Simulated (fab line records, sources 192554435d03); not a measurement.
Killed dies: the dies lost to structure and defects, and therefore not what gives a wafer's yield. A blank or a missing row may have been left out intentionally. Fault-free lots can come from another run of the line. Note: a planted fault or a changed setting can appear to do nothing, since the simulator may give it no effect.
2 desks looking at one fault | flow n5-finfet | numbers are kept per desk, each desk with only its own; the story behind them comes last

== AT THE METROLOGY DESK ==
Means of the sampled wafers that have a number, per lot and without regard to the tool the lot ran on: this is what the gauges read. A lot is out of limits, marked OUT, if its mean lies more than 4 standard deviations from the usual mean; the brackets give that distance.
Columns: A = MIM_TOP_OVL at N5_MIM_TOP_LITHO_OVL_MEAS_11, usual 1 nm
lot  | first seen here | A
L598 | day 11 22:59    | 2
L600 | day 12 12:51    | 5
L604 | day 13 11:54    | -1
L606 | day 14 00:05    | 2
L605 | day 14 01:44    | 3
L608 | day 14 17:31    | 2
L609 | day 15 06:07    | 4
L613 | day 16 04:50    | 4
L615 | day 16 17:53    | -0
L616 | day 16 18:43    | -4
L617 | day 17 00:05    | -1
Result from this desk: across the 11 lots, nothing is out of limits.

== AT THE TOOL OWNER'S DESK: rie-metal-02 ==
The tool's own readings at N5_MIM_TOP_ETCH_ETCH_00 (etches TiN in Cl2/BCl3, target depth 38.5 nm): means of the sampled wafers that have a number, for each lot that ran on this tool. A lot is out of limits, marked OUT, if its mean lies more than 4 standard deviations from the usual mean; the brackets give that distance.
Columns: A = drypump-motor-current-A at N5_MIM_TOP_ETCH_ETCH_00, usual 5.8 A; B = mfc-cl2-sccm at N5_MIM_TOP_ETCH_ETCH_00, usual 53.26 sccm; C = oes-product-au at N5_MIM_TOP_ETCH_ETCH_00, usual 0.82 a.u.; D = throttle-valve-pct at N5_MIM_TOP_ETCH_ETCH_00, usual 22.67 %
lot  | first seen here | A   | B     | C    | D
L606 | day 14 00:19    | 6.4 | 53.23 | 0.97 | 22.30
L605 | day 14 02:22    | 6.4 | 53.29 | 0.92 | 22.47
L613 | day 16 04:59    | 6.3 | 53.24 | 0.81 | 22.85
L616 | day 16 18:53    | 6.4 | 53.25 | 1.06 | 22.30
L617 | day 17 00:35    | 6.3 | 53.30 | 1.01 | 22.56
Result from this desk: across the 5 lots, nothing is out of limits.

== PUT TOGETHER ==
Metrology desk: nothing out of limits seen.
The desk of the tool owner found nothing out of limits.

== WHAT HAD BEEN PUT IN BY THE SIMULATOR ==
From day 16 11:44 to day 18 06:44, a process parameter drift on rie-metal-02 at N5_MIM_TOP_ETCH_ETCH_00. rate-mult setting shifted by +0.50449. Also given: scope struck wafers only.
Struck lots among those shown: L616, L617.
